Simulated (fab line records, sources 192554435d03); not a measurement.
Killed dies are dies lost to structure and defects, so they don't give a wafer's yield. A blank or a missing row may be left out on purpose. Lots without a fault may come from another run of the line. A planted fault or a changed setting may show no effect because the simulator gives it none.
Which tool did it? | flow n5_finfet | 10 lots, 29 wafers sampled, at 6 steps of a route of 1938

WHAT THE GAUGES READ, wafer by wafer
N5_FIN_SAQP_CD_MEAS_16: target cd 35.6 nm.
lot  | measured    | on        | cd_nm (nm)
L242 | day 1 21:33 | cd_sem-03 | 35.9 36.5 35.8
L244 | day 2 09:29 | cd_sem-02 | 35.4 36.2 35.7
L246 | day 2 21:37 | cd_sem-02 | 35.2 35.1 35.0
L251 | day 4 04:54 | cd_sem-03 | 35.6 36.7 36.5
L255 | day 5 05:32 | cd_sem-02 | 30.8 35.7
L257 | day 5 15:19 | cd_sem-03 | 35.5 36.3 35.9
L259 | day 6 03:52 | cd_sem-02 | 34.9 34.5 35.6
L260 | day 6 10:01 | cd_sem-03 | 36.0 36.7 36.5
L264 | day 7 10:34 | cd_sem-01 | 35.8 36.0 35.2
L265 | day 7 15:46 | cd_sem-02 | 35.5 35.5 36.3

N5_FIN_SAQP_OVL_MEAS_17.
lot  | measured    | on         | FIN_CORE_OVL (nm)
L242 | day 1 21:35 | overlay-02 | -0.3 1.0 0.6
L244 | day 2 09:32 | overlay-01 | 0.3 1.3 -0.2
L246 | day 2 21:40 | overlay-02 | 0.0 -0.6 0.6
L251 | day 4 04:56 | overlay-01 | 0.1 -0.6 -0.4
L255 | day 5 05:34 | overlay-01 | 0.5 -0.5
L257 | day 5 15:21 | overlay-02 | -1.8 -0.4 -0.4
L259 | day 6 03:55 | overlay-02 | 1.0 0.4 -1.3
L260 | day 6 10:04 | overlay-02 | 1.3 0.0 -0.8
L264 | day 7 10:36 | overlay-02 | 0.7 1.2 0.6
L265 | day 7 15:48 | overlay-01 | 0.8 1.2 -0.2

N5_BEOL_M4_RC_MEAS_101.
lot  | measured     | on        | DIBL_N (mV/V)  | DIBL_P (mV/V)  | IOFF_N (nA/um) | IOFF_P (nA/um) | ION_N (uA/um) | ION_P (uA/um) | SS_N (mV/dec)  | SS_P (mV/dec)  | VT_N (mV)   | VT_P (mV)
L242 | day 7 20:41  | prober-01 | 35.0 32.8 33.8 | 34.6 32.3 32.1 | 0.13 0.11 0.12 | 0.20 0.17 0.16 | 672 658 665   | 464 457 461   | 71.2 70.6 71.6 | 72.7 72.4 72.1 | 250 256 254 | -250 -251 -251
L244 | day 8 00:55  | prober-02 | 36.3 35.1 32.8 | 37.2 36.8 34.1 | 0.17 0.15 0.12 | 0.21 0.19 0.16 | 675 662 672   | 458 454 463   | 72.3 71.6 70.7 | 73.5 73.3 72.1 | 249 251 253 | -252 -252 -255
L246 | day 9 00:44  | prober-01 | 32.4 32.1 34.7 | 31.1 31.3 33.8 | 0.10 0.10 0.13 | 0.14 0.14 0.18 | 662 648 674   | 457 454 465   | 71.0 70.5 71.4 | 72.7 72.4 74.1 | 259 260 255 | -258 -257 -251
L251 | day 9 23:51  | prober-02 | 37.8 35.3 35.8 | 37.3 34.2 33.6 | 0.16 0.12 0.13 | 0.19 0.16 0.15 | 675 644 653   | 459 445 446   | 71.2 70.9 71.9 | 73.3 73.4 72.5 | 252 259 256 | -254 -256 -259
L255 | day 11 13:40 | prober-02 | 35.7 36.7      | 35.0 34.6      | 0.15 0.16      | 0.19 0.19      | 671 669       | 464 457       | 70.9 71.8      | 72.2 72.8      | 248 249     | -250 -250
L257 | day 12 00:31 | prober-01 | 35.9 34.5 33.3 | 34.9 34.9 32.4 | 0.14 0.14 0.10 | 0.17 0.17 0.15 | 670 656 632   | 458 452 438   | 71.9 71.3 71.4 | 73.3 74.0 73.3 | 253 248 254 | -257 -256 -259
L259 | day 12 02:56 | prober-02 | 37.0 37.4 36.6 | 38.5 38.1 36.9 | 0.17 0.20 0.17 | 0.24 0.23 0.22 | 661 697 686   | 456 478 464   | 72.0 71.2 70.7 | 73.5 73.8 72.4 | 246 243 248 | -249 -251 -250
L260 | day 12 00:15 | prober-02 | 38.2 38.3 37.3 | 34.2 37.3 36.2 | 0.15 0.17 0.16 | 0.19 0.23 0.22 | 658 691 687   | 452 473 474   | 71.8 71.6 71.0 | 73.3 73.5 73.4 | 253 245 248 | -253 -251 -249
L264 | day 13 18:15 | prober-01 | 37.4 33.0 37.6 | 40.0 33.5 40.5 | 0.21 0.14 0.22 | 0.26 0.17 0.25 | 678 679 692   | 458 467 470   | 71.8 71.5 72.9 | 74.5 72.5 74.6 | 242 249 244 | -250 -254 -249
L265 | day 13 18:21 | prober-02 | 36.0 35.7 35.6 | 37.0 36.7 37.8 | 0.18 0.18 0.19 | 0.25 0.25 0.28 | 684 693 700   | 464 475 491   | 71.0 71.2 71.5 | 73.4 73.6 74.2 | 245 244 245 | -248 -245 -245

WHICH TOOL RAN EACH LOT (tool, then ch and the chambers of the sampled wafers, then the start)
lot  | N5_FIN_SAQP_PECVD_48           | N5_FIN_SAQP_HM_DEP_72          | N5_FIN_SAQP_EXPOSE_13
L242 | pecvd-04 ch 0,1,2, day 1 21:04 | pecvd-02 ch 0,1,2, day 1 21:14 | arfi_scanner-02 ch 0, day 1 21:26
L244 | pecvd-04 ch 0,2, day 2 08:58   | pecvd-02 ch 1,2, day 2 09:10   | arfi_scanner-03 ch 0, day 2 09:22
L246 | pecvd-01 ch 0,1, day 2 20:58   | pecvd-02 ch 1,2, day 2 21:10   | arfi_scanner-02 ch 0, day 2 21:29
L251 | pecvd-02 ch 0,1,2, day 4 04:17 | pecvd-01 ch 1,2, day 4 04:28   | arfi_scanner-03 ch 0, day 4 04:46
L255 | pecvd-01 ch 0, day 5 05:02     | pecvd-01 ch 1,2, day 5 05:13   | arfi_scanner-02 ch 0, day 5 05:24
L257 | pecvd-04 ch 0,2, day 5 14:41   | pecvd-04 ch 0,2, day 5 14:52   | arfi_scanner-03 ch 0, day 5 15:11
L259 | pecvd-02 ch 0,1,2, day 6 03:23 | pecvd-04 ch 1,2, day 6 03:32   | arfi_scanner-03 ch 0, day 6 03:44
L260 | pecvd-01 ch 0,1,2, day 6 09:24 | pecvd-01 ch 1,2, day 6 09:34   | arfi_scanner-01 ch 0, day 6 09:54
L264 | pecvd-04 ch 0,1,2, day 7 09:57 | pecvd-01 ch 0,1,2, day 7 10:07 | arfi_scanner-03 ch 0, day 7 10:26
L265 | pecvd-02 ch 0,1, day 7 15:05   | pecvd-02 ch 0,1, day 7 15:17   | arfi_scanner-02 ch 0, day 7 15:38
- N5_FIN_SAQP_PECVD_48: deposits SiNx from SiH4/NH3/N2, target thk 25 nm, time 22.1 s.
- N5_FIN_SAQP_HM_DEP_72: deposits SiO2 from SiH4/N2O, target thk 12 nm, time 7.2 s.
- N5_FIN_SAQP_EXPOSE_13: exposes mask FIN CORE, target cd 35.6 nm.

WHAT THE TOOLS THEMSELVES READ (means of the sampled wafers that have a number; where no wafer has one, the mark that the record gives instead)
N5_FIN_SAQP_PECVD_48.
lot  | tool     | heater_power_w (W) | showerhead_plenum_p_Torr (Torr) | throttle_valve_pct (%)
L242 | pecvd-04 | 862                | 5.14                            | 40.4
L244 | pecvd-04 | 827                | 5.11                            | 41.0
L246 | pecvd-01 | 872                | 5.20                            | 39.1
L251 | pecvd-02 | 818                | 5.14                            | 41.0
L255 | pecvd-01 | 692                | 5.29                            | 39.4
L257 | pecvd-04 | 905                | 5.13                            | 41.1
L259 | pecvd-02 | 775                | 5.14                            | 41.1
L260 | pecvd-01 | 892                | 5.07                            | 37.9
L264 | pecvd-04 | 907                | 5.14                            | 40.9
L265 | pecvd-02 | 804                | 5.12                            | 42.0

N5_FIN_SAQP_HM_DEP_72.
lot  | tool     | heater_power_w (W) | showerhead_plenum_p_Torr (Torr)
L242 | pecvd-02 | 720                | 8.15
L244 | pecvd-02 | 753                | 8.11
L246 | pecvd-02 | 776                | 8.12
L251 | pecvd-01 | 968                | 7.80
L255 | pecvd-01 | 992                | 7.82
L257 | pecvd-04 | 919                | 8.07
L259 | pecvd-04 | 847                | 8.17
L260 | pecvd-01 | 831                | 7.81
L264 | pecvd-01 | 905                | 8.04
L265 | pecvd-02 | 775                | 8.10

THE ANSWER, worked out from the rows above alone
Rule: what is usual is taken from the lots themselves. Put in order of their means at a reading, lots are off if they are a third of the lots or fewer, leave a main group of 4 or more, and stand apart from it by a gap of 3 or more times the standard deviation of the main group's means; of several such gaps the widest counts. A main group whose means are all the same, to the digits that the tables above print for the reading, isn't used. A lot without any number at a reading at which 4 lots or more have one is off too. The other lots that the step has rows for count as sound. The gauges are gone through in route order, then the tools' own readings, and for those a lot's mean is taken as printed above. The first step at which some lot is off is used, and at that step the reading that is off furthest; a lot without a number counts as furthest.
Off: L255, at N5_FIN_SAQP_CD_MEAS_16 (cd_nm). The main group: mean 35.8 nm, standard deviation 0.45.
A tool fits if, at a process step before that reading, it ran every lot that is off, and no sound lot after the first of them. The gauges at N5_FIN_SAQP_CD_MEAS_16 aren't tried: what is off there is off at N5_FIN_SAQP_HM_DEP_72 too, on other tools, and a gauge's error can't cause that. None of those tried fits.

WHAT THE SIMULATOR HAD PUT IN
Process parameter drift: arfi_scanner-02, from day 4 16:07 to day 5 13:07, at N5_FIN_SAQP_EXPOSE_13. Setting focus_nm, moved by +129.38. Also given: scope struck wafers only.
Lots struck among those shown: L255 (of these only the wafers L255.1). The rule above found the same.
